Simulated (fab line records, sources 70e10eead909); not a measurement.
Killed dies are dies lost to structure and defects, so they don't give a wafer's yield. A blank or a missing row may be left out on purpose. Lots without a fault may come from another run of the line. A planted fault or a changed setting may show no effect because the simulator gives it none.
A struck lot beside a sound one | flow nand_harc | 14 steps out of a route of 1302
Sound: wafers L178.2, L178.5, L178.6. Struck: wafers L184.1, L184.2, L184.4. The cause comes at the end.
At each step with rows: each side's tool, then ch and its chambers, then its first start. Under that, the readings that differ: sound wafers | struck wafers | difference of the means | sigmas: that difference in standard deviations of wafers without a fault.
alike: readings whose means differ by less than 2 such deviations, and words and numbers that are the same on both sides. not compared: withheld readings, readings that some wafer has no value for, bounds like >300 that may hide the same value, and numbers for which the record gives no deviation and whose values overlap.
The two part at a step that has a row with sigmas, a row that says differs or no value, or rows on one side only. Numbers that don't overlap but have no deviation are shown without sigmas and don't part them. A reading that every wafer of one side lacks parts them only if that side has two wafers or more.

first, 1 step without rows for these wafers: NHARC_P_STI_OXIDE_40 (material SiO2, target thk 10 nm, ox time 1362 s).
NHARC_P_STI_INSPECT_25:
  sound on defect_inspect-01, day 7 18:41; struck on defect_inspect-02, day 10 01:07
  alike: raw_defect_count
then, 10 steps without rows for these wafers: NHARC_P_GATE_ETCH_69 (etches SiO2 in dHF, target depth 14 nm); NHARC_P_GATE_PRECLEAN_70 (cleans in SC1); NHARC_P_GATE_SRD_01; NHARC_P_GATE_OXIDE_02 (material SiO2, target thk 37.5 nm, ox time 365 s); NHARC_P_GATE_DEHYDRATE_03 (time 120 s); NHARC_P_GATE_HMDS_04 (time 30 s); NHARC_P_GATE_COAT_05; NHARC_P_GATE_SOFTBAKE_06 (time 95 s); NHARC_P_GATE_EBR_07; NHARC_P_GATE_EXPOSE_08 (exposes mask P HV).
NHARC_P_GATE_PEB_09: peb time 85 s.
  sound on litho_track-05 ch 0, day 8 03:56; struck on litho_track-02, day 10 09:43
  no value came back on the struck wafers for chill_plate_temp_C (C), exhaust_pa (Pa); on the sound wafers chill_plate_temp_C (C) reads 22.95 22.80 22.95
then, 1 step without rows for these wafers: NHARC_P_GATE_DEVELOP_10 (time 70 s).

WHERE THEY PART
Only at NHARC_P_GATE_PEB_09, within this record.

WHY: what the simulator had put in
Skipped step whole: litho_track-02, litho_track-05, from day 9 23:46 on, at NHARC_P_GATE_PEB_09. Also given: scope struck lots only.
